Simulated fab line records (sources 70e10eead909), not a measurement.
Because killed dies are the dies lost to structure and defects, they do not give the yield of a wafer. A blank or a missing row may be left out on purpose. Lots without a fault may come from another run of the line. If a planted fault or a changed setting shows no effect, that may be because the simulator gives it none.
Matching of chambers ; flow nand_harc ; 3 sister chambers for NHARC_A_SLIT_DEP_23 on pecvd-03
The step deposits SiON, target thk 100 nm. 20 wafers are shown with their chamber, then 10 later ones without.

WAFERS, EACH WITH ITS CHAMBER
wafer;chamber;heater_power_w (W)
L074.1;2;790
L074.2;1;868
L074.5;0;764
L076.1;1;856
L076.2;2;775
L076.3;0;656
L077.1;0;721
L077.2;2;753
L077.6;0;720
L081.2;2;690
L081.3;0;732
L081.4;1;738
L083.3;1;768
L083.4;2;647
L083.6;1;761
L085.2;2;738
L085.5;2;741
L085.6;1;863
L088.3;2;735
L088.5;2;747

SIGNATURES (averages over the wafers above)
reading;chamber 0;chamber 1;chamber 2;scatter within a chamber
heater_power_w;718.60;809.00;735.11;47.7
Rule: distance of a wafer from a chamber = root of the sum over the readings of ((wafer's reading minus chamber's mean) / reading's scatter) squared. The wafer belongs to the nearest chamber; if the next one is less than 2 further off, it can't be placed. The scatter is the square root of a quotient: the sum, over the shown wafers, of each reading's squared deviation from its chamber's mean, divided by wafers minus chambers.

WAFERS WITHOUT THEIR CHAMBER
wafer;heater_power_w (W)
L088.6;904
L094.3;699
L094.4;678
L094.6;704
L097.2;797
L097.3;807
L097.4;625
L096.2;711
L096.3;797
L096.6;805

EACH ONE'S CHAMBER
wafer;from the rows above;in truth
L088.6;can't be placed: 1 or 2 or 0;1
L094.3;can't be placed: 0 or 2 or 1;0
L094.4;can't be placed: 0 or 2 or 1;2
L094.6;can't be placed: 0 or 2 or 1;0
L097.2;can't be placed: 1 or 2 or 0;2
L097.3;can't be placed: 1 or 2 or 0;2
L097.4;can't be placed: 0 or 2 or 1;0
L096.2;can't be placed: 0 or 2 or 1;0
L096.3;can't be placed: 1 or 2 or 0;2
L096.6;can't be placed: 1 or 2 or 0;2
Placed correctly: 0 of 10. From these rows, 10 cannot be placed; in 10 the true chamber is one of the candidates. 0 placed wrongly.
